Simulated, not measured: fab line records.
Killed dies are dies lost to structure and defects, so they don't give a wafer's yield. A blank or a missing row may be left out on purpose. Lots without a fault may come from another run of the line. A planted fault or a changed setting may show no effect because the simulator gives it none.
Chamber matching + flow n5-finfet + N5_SDB_ETCH_17 on rie-diel-04: 4 sister chambers
The step etches SiARC in CF4, target depth 23.4 nm, time 39 s. 8 wafers are shown with their chamber, then 12 later ones without.

## EACH WAFER AND ITS CHAMBER
| wafer  | chamber | drypump-motor-current-A (A) | showerhead-plenum-p-Torr (Torr) |
|--------|---------|-----------------------------|---------------------------------|
| L077.2 | 0       | 5.8                         | 2.12                            |
| L079.5 | 1       | 6.7                         | 2.23                            |
| L080.5 | 1       | 6.6                         | 2.23                            |
| L081.5 | 2       | 5.7                         | 2.16                            |
| L081.6 | 3       | 5.4                         | 2.27                            |
| L082.1 | 2       | 5.7                         | 2.16                            |
| L082.4 | 3       | 5.4                         | 2.27                            |
| L082.5 | 0       | 5.8                         | 2.11                            |

## WAFERS WHOSE CHAMBER IS MISSING
| wafer  | drypump-motor-current-A (A) | showerhead-plenum-p-Torr (Torr) |
|--------|-----------------------------|---------------------------------|
| L091.1 | 5.7                         | 2.15                            |
| L091.2 | 5.4                         | 2.26                            |
| L091.3 | 6.6                         | 2.22                            |
| L092.2 | 5.7                         | 2.15                            |
| L092.4 | 5.7                         | 2.15                            |
| L092.6 | 5.4                         | 2.26                            |
| L094.4 | 5.8                         | 2.11                            |
| L094.5 | 5.8                         | 2.11                            |
| L094.6 | 5.4                         | 2.26                            |
| L096.1 | 5.8                         | 2.11                            |
| L096.2 | 6.6                         | 2.22                            |
| L096.5 | 6.6                         | 2.22                            |

## WHICH CHAMBER EACH WENT THROUGH
| wafer  | from the rows above | in truth |
|--------|---------------------|----------|
| L091.1 | 2                   | 2        |
| L091.2 | 3                   | 3        |
| L091.3 | 1                   | 1        |
| L092.2 | 2                   | 2        |
| L092.4 | 2                   | 2        |
| L092.6 | 3                   | 3        |
| L094.4 | 0                   | 0        |
| L094.5 | 0                   | 0        |
| L094.6 | 3                   | 3        |
| L096.1 | 0                   | 0        |
| L096.2 | 1                   | 1        |
| L096.5 | 1                   | 1        |
Correct placement for 12 of the 12. Not placeable from these rows: 0. Wrongly placed: 0.
How it was worked out, from the rows above alone: a wafer's distance from a chamber is the root of the sum, over the readings, of the square of ((its reading less the chamber's mean) divided by the reading's scatter). The wafer belongs to the nearest chamber; if the next one is less than 2 further off, it can't be placed. The mean given for a chamber averages the wafers shown for that chamber. The scatter: the root of (the sum of the squares of (reading less its chamber's mean) over the shown wafers, divided by (wafers less chambers)).
